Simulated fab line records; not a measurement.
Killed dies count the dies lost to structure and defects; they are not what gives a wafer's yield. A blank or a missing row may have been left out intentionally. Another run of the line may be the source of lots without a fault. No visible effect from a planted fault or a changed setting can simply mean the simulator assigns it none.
Which tool did it? || flow nand_harc || 18 wafers sampled from 6 lots at 1 step of a route of 1302

WHAT THE GAUGES SHOWED, per wafer
NHARC_A_M0_CD_MEAS_09 targets a cd of 80 nm.
{"lot": "L539", "measured": "day 23 07:06", "on": "cd_sem-03", "cd_nm (nm)": "79.7 79.9 79.8"}
{"lot": "L544", "measured": "day 25 12:13", "on": "cd_sem-02", "cd_nm (nm)": "79.2 77.7 80.0"}
{"lot": "L550", "measured": "day 28 18:05", "on": "cd_sem-03", "cd_nm (nm)": "78.0 78.9 79.4"}
{"lot": "L553", "measured": "day 29 00:29", "on": "cd_sem-03", "cd_nm (nm)": "80.0 78.2 79.9"}
{"lot": "L557", "measured": "day 31 03:13", "on": "cd_sem-03", "cd_nm (nm)": "80.8 79.6 80.8"}
{"lot": "L560", "measured": "day 32 05:04", "on": "cd_sem-02", "cd_nm (nm)": "80.2 79.9 78.3"}

EACH LOT AND THE TOOL THAT RAN IT (in order: tool; ch and the chambers of the sampled wafers; start)
Before these readings, the record contains no process step.

THE ANSWER, worked out from the rows above alone
Rule: the usual values come from the lots themselves. Put in order of their means at a reading, lots are off if they are a third of the lots or fewer, leave a main group of 4 or more, and stand apart from it by a gap of 3 or more times the standard deviation of the main group's means; of several such gaps the widest counts. The tables above print the reading to a certain number of digits; a main group whose means all agree to those digits is not used. A lot without any number at a reading at which 4 lots or more have one is off too. The other lots that the step has rows for count as sound.
Nothing can be told from this: no lot is off at any reading shown.

WHAT THE SIMULATOR PUT IN
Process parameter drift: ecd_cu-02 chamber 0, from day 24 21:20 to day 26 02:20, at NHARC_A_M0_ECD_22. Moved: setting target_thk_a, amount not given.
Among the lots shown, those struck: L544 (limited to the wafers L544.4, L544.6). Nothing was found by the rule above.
